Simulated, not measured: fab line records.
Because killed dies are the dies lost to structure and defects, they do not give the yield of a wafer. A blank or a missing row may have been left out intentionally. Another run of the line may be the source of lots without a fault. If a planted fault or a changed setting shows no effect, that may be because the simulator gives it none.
Struck lot and sound lot, side by side ; flow n5 finfet ; 12 out of 1938 route steps
Sound: wafers L570.1, L570.3, L570.6. Struck: wafers L580.3, L580.4, L580.6. The cause comes at the end.
At each step with rows: each side's tool, then ch and its chambers, then its first start. Under that, the readings that differ: sound wafers ; struck wafers ; difference of the means ; sigmas: that difference in standard deviations of wafers without a fault.
alike: words and numbers the same on both sides, and readings whose means are apart by under 2 such deviations; not compared: readings that were withheld, readings missing a value for some wafer, numbers with overlapping values and no deviation given by the record, and bounds like >300 which may hide the same value.
The two part at a step that has a row with sigmas, a row that says differs or no value, or rows on one side only. Numbers that don't overlap but have no deviation are shown without sigmas and don't part them. A reading missing from all wafers of one side parts the sides only when that side holds two or more wafers.

first, 3 steps without rows for these wafers: N5_SD_EPI_P_PRECLEAN_32 (cleans in dHF, time 10 s); N5_SD_EPI_P_PRECLEAN_33 (cleans in SC2, time 45 s); N5_SD_EPI_P_SRD_25 (time 30 s).
N5_SD_EPI_P_INSPECT_26: inspects for defects (darkfield).
  sound: defect inspect-01 at day 4 09:58; struck: defect inspect-01 at day 7 01:28
  alike: raw defect count
N5_SD_ACTIVATION_RTA_00: time 0 s.
  sound on rtp anneal-02 ch 0, day 4 10:00; struck on rtp anneal-02 ch 0, day 7 01:33
  alike: lamp power pct, wafer_temp_C_max
N5_SD_ACTIVATION_LSA_01: time 0.0008 s.
  sound on laser anneal-02 ch 0, day 4 10:12; struck on laser anneal-01 ch 0, day 7 01:46
reading;sound;struck;difference;sigmas
wafer_temp_C_max;1085.6 1083.8 1085.3;1087.7 1087.8 1089.1;+3.3;+2
N5_SD_ACTIVATION_INSPECT_02: inspects for defects (darkfield).
  sound: defect inspect-01 at day 4 10:43; struck: defect inspect-02 at day 7 02:16
reading;sound;struck;difference;sigmas
raw defect count;239 228 266;177 130 142;-95;-2
N5_ILD0_LINER_00: material SiNx, target thk 4 nm, pulse time 1 s, purge time 2 s.
  sound on ald sin-03 ch 0,2, day 4 10:46; struck on ald sin-04 ch 1,2,3, day 7 02:17
  alike: chamber pressure Torr, heater power outer w, heater power w, precursor pulse height rel, susceptor temp C
then, 2 steps without rows for these wafers: N5_ILD0_FCVD_FILL_01 (material SiO2 flowable, target thk 200 nm, time 328.3 s); N5_ILD0_CURE_02 (time 1800 s).
N5_ILD0_CMP_03: polishes, stops on SiNx, t overpolish 1.9 s, target thk 197.38 nm.
  sound on cmp-02 ch 0,1, day 4 13:10; struck on cmp-01 ch 0,1,2, day 7 04:42
  no value came back on the struck wafers for any of 6 readings (edge zone pressure frac, head pressure psi (psi) and others); on the sound wafers edge zone pressure frac reads 0.998 0.998 0.995
reading;sound;struck;difference;sigmas
model.SiNx_of_DUMMY_GATE_HM_DEP_06.thk nm (nm);77.8 77.6 78.2;80.2 79.6 80.2;+2.1;
model.SiO2_flowable_of_ILD0_FCVD_FILL_01.thk nm (nm);197.6 197.4 198;199.4 201.4 198.4;+2.1;
N5_BEOL_M4_RC_MEAS_101:
  the record has rows for the sound wafers here (prober-01 ch 0, day 8 23:29) and none for the struck ones

== WHERE THEY PART ==
First at N5_SD_ACTIVATION_LSA_01; last, within this record, at N5_BEOL_M4_RC_MEAS_101.

WHY: the cause the simulator had injected
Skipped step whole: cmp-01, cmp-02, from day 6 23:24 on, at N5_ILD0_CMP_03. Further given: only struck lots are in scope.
